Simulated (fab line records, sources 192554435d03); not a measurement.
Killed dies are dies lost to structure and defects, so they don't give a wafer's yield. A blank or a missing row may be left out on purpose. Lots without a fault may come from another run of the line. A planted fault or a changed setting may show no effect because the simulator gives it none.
fab line records | flow n5_finfet | part 1 of 2: steps 1 to 24 of 34
record lots=5 wafers=15 last_day=17
route steps=1938 shown BEOL_M10@1517 BEOL_M11@1536
lots that met no fault: from a run of the same line without faults
start_h: hours from the record's first day to the start of the lot's first wafer shown | wait_h: hours since the lot's step before | " the same as in the row above | L1.1+2: a row that stands for several wafers | - no value, or no start given | * or withheld: withheld | < > ~ a bound
route shown NAME@n: a module of which the file shows steps, and the number in the route of the first | usual: mean/standard deviation of fault-free wafers | same: alike in all rows | chamber/n: place in a boat | sites: the reading at each site | _std_site: their standard deviation | _edge_site: outer sites' mean less inner sites' | radius_mm: how far each site lies from the wafer's centre | mask NAME#n: copy n | behind: the tool/chamber that last shaped the wafer | hold: why the lot was held/for how many hours/how that ended | device: the transistor (n, p or np) that didn't switch | end of line: the same wafers' tests at the end of the route | a step without rows: its recipe alone | killed: dies lost to structure and defects at the first sort, not the wafer's yield | map: a wafer's dies, x killed, . not, _ none there
set.NAME: the setting as run; set.NAME@STEP: as run at that earlier step | model.NAME: the simulator's own value behind a step, which no gauge read
lots at some steps of the route; a table a step, a row a wafer
services: from which hour (start_h, from the record's first day; less than 0 if before it) a tool's chamber was out of use, for how many hours, and why
## steps
# step N5_BEOL_M10_SRD_40
# recipe time_s=30 temp_c=23 rinse_liquid=diw dry=ipa_marangoni
# usual do_supply_ppb=9.99/0.11
# columns lot.wafer tool chamber start_h wait_h do_supply_ppb
L087.2 wet_bench-03 3 295.48 0.0 10.05
L087.4 " 0 " " 10.10
L087.5 " 1 " " 9.95
L088.2 wet_bench-03 4 300.19 0.0 9.98
L088.3 " 5 " " 9.93
L088.4 " 6 " " 9.84
L092.1 wet_bench-01 5 335.30 0.0 10.06
L092.5 " 7 " " 10.09
L092.6 " 6 " " 9.99
L095.1 wet_bench-03 1 354.32 0.0 10.07
L095.2 " 2 " " 10.02
L095.3 " 0 " " 10.17
L097.2 wet_bench-06 6 362.24 0.0 9.98
L097.5 " 1 " " 9.96
L097.6 " 2 " " 10.09
# step N5_BEOL_M10_PRECLEAN_42
# recipe chemistry=residue_remover time_s=60 temp_c=40
# columns lot.wafer tool chamber start_h wait_h
L087.2+4+5 wet_bench-03 3,0,1 295.50 0.0
L088.2+3+4 wet_bench-03 4,5,6 300.21 0.0
L092.1+5+6 wet_bench-01 5,7,6 335.32 0.0
L095.1+2+3 wet_bench-03 1,2,0 354.34 0.0
L097.2+5+6 wet_bench-06 6,1,2 362.25 0.0
# step N5_BEOL_M10_SRD_43
# recipe time_s=30 temp_c=23 rinse_liquid=diw dry=ipa_marangoni
# usual do_supply_ppb=10.00/0.1
# columns lot.wafer tool chamber start_h wait_h do_supply_ppb
L087.2 wet_bench-03 3 295.52 0.0 9.93
L087.4 " 0 " " 10.08
L087.5 " 1 " " 9.93
L088.2 wet_bench-03 4 300.23 0.0 9.93
L088.3 " 5 " " 10.15
L088.4 " 6 " " 9.83
L092.1 wet_bench-01 5 335.34 0.0 9.94
L092.5 " 7 " " 10.05
L092.6 " 6 " " 9.82
L095.1 wet_bench-03 1 354.35 0.0 9.92
L095.2 " 2 " " 10.01
L095.3 " 0 " " 10.00
L097.2 wet_bench-06 6 362.27 0.0 9.90
L097.5 " 1 " " 9.95
L097.6 " 2 " " 9.91
# step N5_BEOL_M10_CD_MEAS_35
# recipe target_cd_nm=70 polarity=opening
# usual cd_nm=70.2/0.68
# columns lot.wafer tool chamber start_h wait_h cd_nm
L087.2 cd_sem-01 - 295.56 0.0 69.8
L087.4 " - " " 70.1
L087.5 " - " " 69.2
L088.2 cd_sem-02 - 300.27 0.0 69.9
L088.3 " - " " 70.5
L088.4 " - " " 70.7
L092.1 cd_sem-02 - 335.38 0.0 68.5
L092.5 " - " " 69.5
L092.6 " - " " 70.1
L095.1 cd_sem-03 - 354.39 0.0 69.3
L095.2 " - " " 70.1
L095.3 " - " " 70.7
L097.2 cd_sem-03 - 362.31 0.0 69.0
L097.5 " - " " 69.4
L097.6 " - " " 69.2
# step N5_BEOL_M10_CURE_72
# recipe temp_c=370 time_s=120 ambient=DMADMS/He material=SiCOH_lowk
# usual lamp_power_pct=52.31/0.056 wafer_temp_C_max=371.7/0.63
# columns lot.wafer tool chamber start_h wait_h lamp_power_pct wafer_temp_C_max
L087.2 uv_cure-03 0 295.82 0.3 52.26 371.7
L087.4 " 0 " " 52.31 371.7
L087.5 " 0 " " 52.33 371.9
L088.2 uv_cure-01 0 300.41 0.1 52.37 372.9
L088.3 " 0 " " 52.28 372.7
L088.4 " 0 " " 52.24 372.4
L092.1 uv_cure-03 1 335.42 0.0 52.36 371.8
L092.5 " 1 " " 52.33 371.6
L092.6 " 1 " " 52.34 372.1
L095.1 uv_cure-02 2 354.44 0.0 52.36 371.9
L095.2 " 2 " " 52.28 371.5
L095.3 " 2 " " 52.34 371.9
L097.2 uv_cure-01 2 362.40 0.1 52.41 371.7
L097.5 " 2 " " 52.30 371.6
L097.6 " 2 " " 52.19 371.4
# step N5_BEOL_M10_DEGAS_44
# recipe ambient=vacuum temp_c=250 time_s=60
# usual heater_power_w=328/35
# columns lot.wafer tool chamber start_h wait_h heater_power_w
L087.2 pvd_sputter-02 - 296.32 0.4 341
L087.4 " - " " 282
L087.5 " - " " 288
L088.2 pvd_sputter-01 - 300.97 0.5 396
L088.3 " - " " 343
L088.4 " - " " 309
L092.1 pvd_sputter-03 - 336.46 1.0 362
L092.5 " - " " 341
L092.6 " - " " 351
L095.1 pvd_sputter-03 - 355.02 0.5 324
L095.2 " - " " 355
L095.3 " - " " 365
L097.2 pvd_sputter-02 - 363.73 1.3 288
L097.5 " - " " 342
L097.6 " - " " 284
# step N5_BEOL_M10_PRE_CLEAN_45
# recipe gas=H2/He time_s=30 temp_c=250
# usual heater_power_w=326/34
# columns lot.wafer tool chamber start_h wait_h heater_power_w
L087.2 pvd_sputter-02 - 296.36 0.0 343
L087.4 " - " " 289
L087.5 " - " " 285
L088.2 pvd_sputter-01 - 301.01 0.0 396
L088.3 " - " " 351
L088.4 " - " " 311
L092.1 pvd_sputter-03 - 336.50 0.0 347
L092.5 " - " " 341
L092.6 " - " " 350
L095.1 pvd_sputter-03 - 355.06 0.0 317
L095.2 " - " " 347
L095.3 " - " " 377
L097.2 pvd_sputter-02 - 363.77 0.0 289
L097.5 " - " " 339
L097.6 " - " " 283
# step N5_BEOL_M10_ALD_74
# recipe material=TaN target_thk_a=20 temp_c=275 ald_precursor_family=PDMAT ald_co_reactant=NH3 pressure_torr=3 carrier_flow_sccm=1500 pulse_time_s=2 purge_time_s=3 co_reactant_purge_time_s=2 co_reactant_pulse_time_s=3 ald_cycles=40 precursor_vessel_temp_c=75 precursor_vessel_pressure_torr=26.25 precursor_vessel_carrier_sccm=1000
# usual heater_power_w=406/41 precursor_vessel_temp_c=75.01/0.13
# columns lot.wafer tool chamber start_h wait_h heater_power_w precursor_vessel_temp_c
L087.2 ald_metal-03 0 296.42 0.0 389 74.87
L087.4 " 2 " " 415 75.12
L087.5 " 0 " " 387 75.01
L088.2 ald_metal-03 2 301.07 0.0 424 75.20
L088.3 " 3 " " 408 75.11
L088.4 " 0 " " 382 75.07
L092.1 ald_metal-03 3 336.56 0.0 405 75.07
L092.5 " 0 " " 393 74.93
L092.6 " 1 " " 374 74.71
L095.1 ald_metal-03 2 355.18 0.1 418 75.13
L095.2 " 0 " " 398 75.01
L095.3 " 1 " " 379 74.96
L097.2 ald_metal-03 0 363.83 0.0 388 75.11
L097.5 " 1 " " 378 75.09
L097.6 " 0 " " 403 74.95
# step N5_BEOL_M10_SURFACE_TREAT_76
# recipe gas=Ar time_s=* ion_energy_ev=* ion_current_ma_cm2=0.5 pressure_mtorr=* ar_flow_sccm=30
# usual throttle_valve_pct=*
# columns lot.wafer tool chamber start_h wait_h throttle_valve_pct
L087.2 pvd_sputter-02 - 296.72 0.2 *
L087.4 " - " " *
L087.5 " - " " *
L088.2 pvd_sputter-03 - 301.36 0.2 *
L088.3 " - " " *
L088.4 " - " " *
L092.1 pvd_sputter-01 - 336.84 0.2 *
L092.5 " - " " *
L092.6 " - " " *
L095.1 pvd_sputter-02 - 355.58 0.3 *
L095.2 " - " " *
L095.3 " - " " *
L097.2 pvd_sputter-02 - 364.29 0.3 *
L097.5 " - " " *
L097.6 " - " " *
# step N5_BEOL_M10_CVD_75
# recipe material=Co target_thk_a=20 temp_c=withheld precursor=CCTBA/H2 pressure_torr=30 time_s=138.9
# columns lot.wafer tool chamber start_h wait_h
L087.2+4+5 cvd_co-02 0,1,0 296.78 0.0
L088.2+3+4 cvd_co-02 1,2,0 301.44 0.1
L092.1+5+6 cvd_co-01 2,1,0 336.90 0.0
L095.1+2+3 cvd_co-01 2,0,1 355.88 0.3
L097.2+5+6 cvd_co-02 2,0,2 364.35 0.0
# step N5_BEOL_M10_SPUTTER_48
# recipe material=Cu target_thk_a=120 temp_c=-20 bias_v=60 power_w=26000 chamber_pressure_pa=0.13 time_s=2
# usual chuck_sensor_temp_C=-15.8/0.45 throttle_valve_pct=30.1/0.91
# columns lot.wafer tool chamber start_h wait_h chuck_sensor_temp_C throttle_valve_pct
L087.2 pvd_sputter-03 - 296.92 0.1 -16.3 30.0
L087.4 " - " " -16.5 30.3
L087.5 " - " " -15.6 29.3
L088.2 pvd_sputter-02 - 301.58 0.1 -15.4 29.7
L088.3 " - " " -16.2 28.8
L088.4 " - " " -15.2 30.2
L092.1 pvd_sputter-02 - 337.02 0.1 -16.2 29.0
L092.5 " - " " -15.4 29.4
L092.6 " - " " -16.5 28.9
L095.1 pvd_sputter-02 - 356.17 0.2 -16.3 28.9
L095.2 " - " " -15.2 30.8
L095.3 " - " " -15.8 29.3
L097.2 pvd_sputter-03 - 364.46 0.1 -15.8 29.5
L097.5 " - " " -16.0 30.1
L097.6 " - " " -15.4 31.8
# step N5_BEOL_M10_ECD_50
# recipe material=Cu target_thk_a=3180
# columns lot.wafer tool chamber start_h wait_h
L087.2+4+5 ecd_cu-02 0,1,0 297.04 0.1
L088.2+3+4 ecd_cu-02 1,0,1 301.70 0.1
L092.1+5+6 ecd_cu-02 1,1,0 337.14 0.1
L095.1+2+3 ecd_cu-02 1,0,0 356.29 0.1
L097.2+5+6 ecd_cu-02 1,1,0 364.58 0.1
# step N5_BEOL_M10_ANNEAL_51
# recipe temp_c=225 time_s=90 ambient=N2
# usual wafer_temp_C_max=225.82/0.23
# columns lot.wafer tool chamber start_h wait_h wafer_temp_C_max
L087.2 rtp_anneal-01 0 297.29 0.2 225.61
L087.4 " 0 " " 225.92
L087.5 " 0 " " 225.81
L088.2 rtp_anneal-01 0 302.53 0.8 226.25
L088.3 " 0 " " 226.03
L088.4 " 0 " " 225.63
L092.1 rtp_anneal-02 0 337.25 0.1 225.74
L092.5 " 0 " " 225.80
L092.6 " 0 " " 225.81
L095.1 rtp_anneal-01 0 356.79 0.5 226.32
L095.2 " 0 " " 226.29
L095.3 " 0 " " 225.79
L097.2 rtp_anneal-02 0 364.81 0.2 225.61
L097.5 " 0 " " 225.41
L097.6 " 0 " " 226.02
# step N5_BEOL_M10_CMP_52
# recipe stop_on=SiCOH_lowk t_overpolish_s=7 down_force_psi=1 platen_rpm=50 clearing_platen_down_force_psi=1.5 clearing_platen_rpm=50 post_cmp_clean=cu_alkaline target_thk_nm=140 clearing_platen_pad_velocity_m_s=0.99484 pad_velocity_m_s=0.99484
# usual barrier_field_endpoint_s=29.0/0.83 edge_zone_pressure_frac=1.000/0.0048 motor_current_A=6.5/0.72 overpolish_run_s=7.000/0.0079 pad_life_wafers=770/600 time_to_endpoint_s=66/3.7
# columns lot.wafer tool chamber start_h wait_h barrier_field_endpoint_s edge_zone_pressure_frac motor_current_A overpolish_run_s pad_life_wafers time_to_endpoint_s
L087.4 cmp-02 2 297.58 0.2 28.9 0.997 6.4 6.994 619 62
L087.2 " 0 " " 28.4 0.997 5.3 6.997 621 61
L087.5 " 2 " " 29.5 1.002 6.5 7.006 - 63
L088.4 cmp-01 3 302.79 0.1 30.6 0.996 6.9 6.997 324 67
L088.2 " 0 " " 29.5 0.999 7.7 6.991 325 69
L088.3 " 2 " " 29.4 1.008 6.3 7.009 327 66
L092.1 cmp-04 3 337.81 0.5 28.5 1.005 7.7 7.002 186 67
L092.6 " 3 " " 28.3 0.995 7.6 6.995 - 65
L092.5 " 0 " " 29.0 0.999 7.0 7.001 - 73
L095.3 cmp-04 1 357.08 0.2 29.0 1.006 6.1 7.004 336 67
L095.2 " 2 " " 29.9 1.002 6.5 6.998 337 71
L095.1 " 0 " " 30.2 0.993 7.4 6.992 339 77
L097.2 cmp-01 1 365.14 0.3 27.5 0.994 7.2 6.994 860 64
L097.5 " 3 " " 27.6 0.999 6.5 7.006 - 62
L097.6 " 0 " " 28.6 0.996 8.0 7.013 - 67
# step N5_BEOL_M10_THK_MEAS_53
# recipe thk_meas_gauge=xrf reads=Cu_of_BEOL_M10_ECD_50
# usual M10_THK=148/3.4
# columns lot.wafer tool chamber start_h wait_h M10_THK[nm]
L087.2 film_metro-01 - 297.83 - 150
L087.4 " - " " 150
L087.5 " - " " 151
L088.2 film_metro-02 - 303.09 - 147
L088.3 " - " " 148
L088.4 " - " " 146
L092.1 film_metro-02 - 338.11 - 144
L092.5 " - " " 149
L092.6 " - " " 148
L095.1 film_metro-02 - 357.38 - 147
L095.2 " - " " 148
L095.3 " - " " 148
L097.2 film_metro-02 - 365.36 - 140
L097.5 " - " " 149
L097.6 " - " " 141
# step N5_BEOL_M10_PRE_CLEAN_55
# recipe gas=NH3 time_s=15 temp_c=withheld rf_power_w=300
# columns lot.wafer tool chamber start_h wait_h
L087.2+4+5 pecvd-02 2,1,0 297.87 0.0
L088.2+3+4 pecvd-02 0,2,2 303.13 0.0
L092.1+5+6 pecvd-03 1,2,1 338.15 0.0
L095.1+2+3 pecvd-03 0,2,1 357.42 0.0
L097.2+5+6 pecvd-03 1,2,1 365.40 0.0
# step N5_BEOL_M10_DEP_56
# recipe material=SiCN target_thk_a=150 temp_c=withheld precursor=3MS/NH3 pressure_torr=3 rf_w=202 time_s=26.5
# usual showerhead_plenum_p_Torr=3.666/0.012 throttle_valve_pct=9.1/0.4
# columns lot.wafer tool chamber start_h wait_h showerhead_plenum_p_Torr throttle_valve_pct
L087.2 pecvd-02 2 297.90 0.0 3.677 9.0
L087.4 " 1 " " 3.663 9.5
L087.5 " 0 " " 3.648 9.5
L088.2 pecvd-02 0 303.15 0.0 3.657 9.6
L088.3 " 2 " " 3.681 9.3
L088.4 " 2 " " 3.683 9.3
L092.1 pecvd-03 1 338.18 0.0 3.675 9.2
L092.5 " 2 " " 3.679 8.7
L092.6 " 1 " " 3.670 9.4
L095.1 pecvd-03 0 357.44 0.0 3.658 9.5
L095.2 " 2 " " 3.680 8.5
L095.3 " 1 " " 3.666 9.4
L097.2 pecvd-03 1 365.42 0.0 3.663 9.1
L097.5 " 2 " " 3.685 8.4
L097.6 " 1 " " 3.663 9.5
# step N5_BEOL_M10_RS_MEAS_57
# recipe thk_meas_gauge=four-point-probe reads=Cu_of_BEOL_M10_ECD_50+Co_of_BEOL_M10_CVD_75+TaN_of_BEOL_M10_ALD_74
# usual M10_RS=0.149/0.0034
# columns lot.wafer tool chamber start_h wait_h M10_RS[ohm/sq]
L087.2 film_metro-02 - 297.97 0.1 0.147
L087.4 " - " " 0.148
L087.5 " - " " 0.146
L088.2 film_metro-01 - 303.23 0.1 0.150
L088.3 " - " " 0.150
L088.4 " - " " 0.150
L092.1 film_metro-02 - 338.28 0.1 0.153
L092.5 " - " " 0.147
L092.6 " - " " 0.149
L095.1 film_metro-02 - 357.51 0.1 0.149
L095.2 " - " " 0.148
L095.3 " - " " 0.147
L097.2 film_metro-02 - 365.50 0.1 0.156
L097.5 " - " " 0.146
L097.6 " - " " 0.154
# step N5_BEOL_M10_INSPECT_58
# recipe inspect_instrument=darkfield mode=post_dep
# usual raw_defect_count=66/21
# columns lot.wafer tool chamber start_h wait_h raw_defect_count
L087.2 defect_inspect-02 - 298.00 0.0 44
L087.4 " - " " 52
L087.5 " - " " 54
L088.2 defect_inspect-01 - 303.25 0.0 53
L088.3 " - " " 69
L088.4 " - " " 53
L092.1 defect_inspect-01 - 338.30 0.0 51
L092.5 " - " " 62
L092.6 " - " " 32
L095.1 defect_inspect-01 - 357.54 0.0 43
L095.2 " - " " 57
L095.3 " - " " 57
L097.2 defect_inspect-01 - 365.52 0.0 54
L097.5 " - " " 98
L097.6 " - " " 64
# step N5_BEOL_M11_ILD_DEP_00
# recipe material=SiCOH_lowk target_thk_a=3085.1 temp_c=300 precursor=DEMS/porogen pressure_torr=5 rf_w=500 time_s=58
# usual heater_power_w=300/63 showerhead_plenum_p_Torr=5.739/0.013 throttle_valve_pct=13.7/0.66
# columns lot.wafer tool chamber start_h wait_h heater_power_w showerhead_plenum_p_Torr throttle_valve_pct
L087.2 pecvd-04 0 298.03 0.0 333 5.725 13.6
L087.4 " 2 " " 243 5.753 12.5
L087.5 " 0 " " 345 5.737 13.9
L088.2 pecvd-04 0 303.29 0.0 313 5.730 13.9
L088.3 " 2 " " 212 5.741 13.1
L088.4 " 2 " " 219 5.743 12.7
L092.1 pecvd-04 1 338.34 0.0 279 5.721 14.1
L092.5 " 0 " " 334 5.727 14.0
L092.6 " 1 " " 282 5.725 14.1
L095.1 pecvd-01 0 357.58 0.0 399 5.729 12.9
L095.2 " 2 " " 332 5.741 13.2
L095.3 " 1 " " 226 5.743 14.4
L097.2 pecvd-03 2 365.56 0.0 252 5.757 13.1
L097.5 " 1 " " 300 5.739 14.1
L097.6 " 2 " " 260 5.766 13.2
# step N5_BEOL_M11_CURE_71
# recipe temp_c=385 time_s=240 ambient=He/Ar material=SiCOH_lowk
# usual lamp_power_pct=52.32/0.056 wafer_temp_C_max=386.7/0.57
# columns lot.wafer tool chamber start_h wait_h lamp_power_pct wafer_temp_C_max
L087.2 uv_cure-01 2 298.19 0.1 52.37 387.5
L087.4 " 2 " " 52.19 386.9
L087.5 " 2 " " 52.38 386.8
L088.2 uv_cure-01 1 303.53 0.2 52.26 386.2
L088.3 " 1 " " 52.35 386.4
L088.4 " 1 " " 52.29 386.0
L092.1 uv_cure-01 0 338.42 0.0 52.30 387.3
L092.5 " 0 " " 52.42 386.8
L092.6 " 0 " " 52.34 387.0
L095.1 uv_cure-03 0 357.66 0.0 52.28 386.0
L095.2 " 0 " " 52.37 386.6
L095.3 " 0 " " 52.26 386.2
L097.2 uv_cure-02 1 365.72 0.1 52.40 386.6
L097.5 " 1 " " 52.28 386.8
L097.6 " 1 " " 52.31 386.6
# step N5_BEOL_M11_THK_MEAS_01
# recipe reads=SiCOH_lowk_of_BEOL_M11_ILD_DEP_00
# usual M11_ILD_THK=267/3.6
# columns lot.wafer tool chamber start_h wait_h M11_ILD_THK[nm]
L087.2 film_metro-02 - 298.62 0.4 268
L087.4 " - " " 269
L087.5 " - " " 273
L088.2 film_metro-01 - 304.36 0.7 267
L088.3 " - " " 261
L088.4 " - " " 267
L092.1 film_metro-01 - 338.93 0.4 267
L092.5 " - " " 274
L092.6 " - " " 268
L095.1 film_metro-02 - 358.17 0.4 264
L095.2 " - " " 266
L095.3 " - " " 264
L097.2 film_metro-02 - 366.15 0.4 265
L097.5 " - " " 271
L097.6 " - " " 274
# step N5_BEOL_M11_PECVD_70
# recipe material=SiO2 target_thk_a=200 temp_c=400 precursor=TEOS/O2 pressure_torr=5.5 rf_w=450 teos_flow_sccm=53.8 gas=O2 flow_sccm=3000 time_s=22.7
# usual heater_power_w=720/130 showerhead_plenum_p_Torr=8.79/0.037 throttle_valve_pct=21.9/1.1
# columns lot.wafer tool chamber start_h wait_h heater_power_w showerhead_plenum_p_Torr throttle_valve_pct
L087.2 pecvd-04 1 298.66 0.0 654 8.74 22.7
L087.4 " 0 " " 685 8.71 22.5
L087.5 " 2 " " 581 8.80 20.5
L088.2 pecvd-01 1 304.40 0.0 576 8.77 23.4
L088.3 " 2 " " 831 8.80 20.9
L088.4 " 0 " " 861 8.80 20.6
L092.1 pecvd-01 0 338.97 0.0 863 8.82 20.5
L092.5 " 2 " " 818 8.81 21.2
L092.6 " 1 " " 546 8.80 23.4
L095.1 pecvd-04 0 358.21 0.0 753 8.71 22.1
L095.2 " 2 " " 510 8.81 20.7
L095.3 " 1 " " 586 8.76 22.5
L097.2 pecvd-01 0 366.19 0.0 989 8.79 20.8
L097.5 " 0 " " 1003 8.79 20.8
L097.6 " 1 " " 587 8.78 23.2
# step N5_BEOL_M11_HM_DEP_02
# recipe material=TiN target_thk_a=200 temp_c=25 chamber_pressure_pa=0.49996
# usual throttle_valve_pct=30.2/0.9
# columns lot.wafer tool chamber start_h wait_h throttle_valve_pct
L087.2 pvd_sputter-01 - 299.75 1.1 30.9
L087.4 " - " " 29.4
L087.5 " - " " 31.3
L088.2 pvd_sputter-02 - 304.47 0.1 28.8
L088.3 " - " " 29.5
L088.4 " - " " 29.5
L092.1 pvd_sputter-02 - 340.62 1.6 29.1
L092.5 " - " " 29.5
L092.6 " - " " 30.3
L095.1 pvd_sputter-03 - 360.42 2.2 32.0
L095.2 " - " " 30.0
L095.3 " - " " 29.3
L097.2 pvd_sputter-03 - 367.75 1.5 30.2
L097.5 " - " " 30.2
L097.6 " - " " 29.5
